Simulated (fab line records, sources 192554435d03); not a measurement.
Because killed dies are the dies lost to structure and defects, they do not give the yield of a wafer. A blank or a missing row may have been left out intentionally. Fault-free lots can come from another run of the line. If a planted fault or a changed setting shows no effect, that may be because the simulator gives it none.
A lot that was struck, set against a sound lot / flow n5 finfet / 40 out of 1938 route steps
Sound: these wafers, L890.4, L890.5, L890.6. Struck: wafer L907.2. (L907.1 of the same lot was not struck and is left out.) The cause comes at the end.
Each step with rows lists, per side, the tool, then ch with its chambers, then its first start. Under that, the readings that differ: sound wafers / struck wafers / difference of the means / sigmas: that difference in standard deviations of wafers without a fault.
alike: readings with means less than 2 such deviations apart, plus words and numbers identical on both sides. not compared: withheld readings, readings lacking a value on some wafer, bounds such as >300 that could conceal the same value, and numbers that have no deviation in the record and whose values overlap.
Wherever a step has rows on one side only, a row that says differs or no value, or a row with sigmas, the two part there. Numbers that have no deviation but don't overlap get no sigmas and don't part them. A reading missing from all wafers of one side parts the sides only when that side holds two or more wafers.

first, 9 steps without rows for these wafers: N5_BEOL_M5_DESCUM_33 (chemistry O2, time 7 s); N5_BEOL_M5_ETCH_75 (etches underlayer in N2/H2, target depth 6.5 nm, time 5.2 s); N5_BEOL_M5_ETCH_67 (etches SiARC in CF4, target depth 15.6 nm, time 26 s); N5_BEOL_M5_ETCH_68 (etches SOC in N2/H2, target depth 80 nm, overetch 16 nm, time 120 s); N5_BEOL_M5_STRIP_69 (strips in N2/H2); N5_BEOL_M5_STRIP_76 (strips in N2/H2); N5_BEOL_M5_VIA_ETCH_34 (etches SiCOH lowk in C4F6/O2, target depth 88.3 nm, time 39.2 s); N5_BEOL_M5_STRIP_85 (strips in C4F6/O2); N5_BEOL_M5_STRIP_36 (strips in N2/H2).
N5_BEOL_M5_TRENCH_ETCH_37: etches SiCOH lowk in C4F6/O2, target depth 71.652 nm, time 24.7 s.
  sound on rie diel-05 ch 0,1,3, day 9 11:43; struck on rie diel-06 ch 2, day 13 13:14
reading=model.BEOL_M5.feature depth nm (nm); sound=74 68.2 74.6; struck=91; difference=+19; sigmas=
reading=model.etch.depth nm (nm); sound=74.02 68.22 74.67; struck=91.05; difference=+18.75; sigmas=
reading=model.TiN_of_BEOL_M5_HM_DEP_02.thk nm (nm); sound=17.8 17.8 17.8; struck=17; difference=-1; sigmas=
  alike: drypump motor current A, oes product au, rf vpp V, showerhead plenum p Torr, throttle valve pct
  not compared: rf hours counter h
then, 2 steps without rows for these wafers: N5_BEOL_M5_ETCH_41 (etches SiCN in CH3F/O2, target depth 31.5 nm, time 56.7 s); N5_BEOL_M5_STRIP_91 (strips in N2/H2, time 10 s).
N5_BEOL_M5_OCD_MEAS_38:
  sound on ocd-01 at day 9 11:52; struck on ocd-02 at day 13 13:23
reading=trench depth nm (nm); sound=73.8 68.6 74.5; struck=91.4; difference=+19.1; sigmas=+10
then, 21 steps without rows for these wafers: N5_BEOL_M5_HM_STRIP_39 (strips TiN in peroxide tin strip, target depth 25 nm, time 158 s); N5_BEOL_M5_SRD_40 (time 30 s); N5_BEOL_M5_PRECLEAN_42 (cleans in residue remover, time 60 s); N5_BEOL_M5_SRD_43 (time 30 s); N5_BEOL_M5_CURE_80 (cures SiCOH lowk, time 120 s); N5_BEOL_M5_DEGAS_44 (time 60 s); N5_BEOL_M5_PRE_CLEAN_45 (time 30 s); N5_BEOL_M5_ALD_86 (deposits TaN, pulse time 2 s, purge time 3 s, co reactant purge time 2 s); N5_BEOL_M5_SURFACE_TREAT_87; N5_BEOL_M5_CVD_47 (deposits Co from CCTBA/H2, target thk 3 nm, time 216 s); N5_BEOL_M5_SPUTTER_48 (material Cu, target thk 15 nm, time 27.62 s); N5_BEOL_M5_ANNEAL_49 (time 1800 s); N5_BEOL_M5_SPUTTER_81 (material Cu, target thk 15 nm, time 27.62 s); N5_BEOL_M5_ANNEAL_82 (time 1800 s); N5_BEOL_M5_SPUTTER_83 (material Cu, target thk 15 nm, time 27.62 s); N5_BEOL_M5_ANNEAL_84 (time 1800 s); N5_BEOL_M5_SPUTTER_88 (material Cu, target thk 15 nm, time 27.62 s); N5_BEOL_M5_ANNEAL_89 (time 1800 s); N5_BEOL_M5_SPUTTER_90 (material Cu, target thk 4.5 nm, time 8.29 s); N5_BEOL_M5_ECD_50 (material Cu, target thk 300 nm); N5_BEOL_M5_ANNEAL_51 (time 90 s).
N5_BEOL_M5_CMP_52: polishes, stops on SiCOH lowk, t overpolish 6.9 s, target thk 62 nm.
  sound on cmp-01 ch 0,1, day 9 18:32; struck on cmp-04 ch 3, day 13 20:12
reading=model.Cu_of_BEOL_M5_ECD_50.thk nm (nm); sound=60.4 56 63; struck=80.8; difference=+21.0; sigmas=
  alike: barrier field endpoint s, motor current A, overpolish run s, platen rpm, time to endpoint s
N5_BEOL_M5_THK_MEAS_53: measures by xrf.
  sound on film metro-01 at day 9 18:49; struck on film metro-02 at day 13 20:30
reading=M5_THK (nm); sound=61.6 57.3 64.1; struck=81.1; difference=+20.1; sigmas=+8
then, 2 steps without rows for these wafers: N5_BEOL_M5_PRE_CLEAN_77 (time 15 s); N5_BEOL_M5_CO_CAP_78 (material Co, precursor CCTBA/H2, target thk 2 nm, time 102.1 s).
N5_BEOL_M5_RS_MEAS_57: measures by four-point-probe.
  sound on film metro-01 at day 9 19:05; struck on film metro-02 at day 13 20:46
reading=M5_RS (ohm/sq); sound=0.398 0.436 0.378; struck=0.282; difference=-0.122; sigmas=-6
-- a jump in the record: the struck wafers' starts before and after are 3 days apart (it breaks off in module BEOL_M5 and resumes in module BEOL_M15, where the first step shown is number 1830 of the route) --
N5_BEOL_M15_RC_MEAS_101:
  sound on prober-01 ch 0, day 13 06:02; struck on prober-01 ch 0, day 17 02:02
reading=SERP_M5 (ohm/um); sound=41.7 44.1 40.6; struck=29.4; difference=-12.7; sigmas=-5
reading=SERP_M5_max_site (ohm/um); sound=43.3 46.7 41.6; struck=30.6; difference=-13.3; sigmas=-5
reading=SERP_M7 (ohm/um); sound=15.1 14.8 15.1; struck=13.2; difference=-1.8; sigmas=-2
  alike: COMB_M10, COMB_M11, COMB_M11_max_site, COMB_M12, COMB_M13, COMB_M13_max_site, COMB_M14, COMB_M15, COMB_M6, COMB_M7, COMB_M8, COMB_M9, SERP_M10, SERP_M11, SERP_M12, SERP_M13, SERP_M14, SERP_M6, SERP_M8, SERP_M9

== WHERE THEY PART ==
At N5_BEOL_M5_OCD_MEAS_38 first; at N5_BEOL_M15_RC_MEAS_101 last (within this record only).

WHY: what had been put in by the simulator
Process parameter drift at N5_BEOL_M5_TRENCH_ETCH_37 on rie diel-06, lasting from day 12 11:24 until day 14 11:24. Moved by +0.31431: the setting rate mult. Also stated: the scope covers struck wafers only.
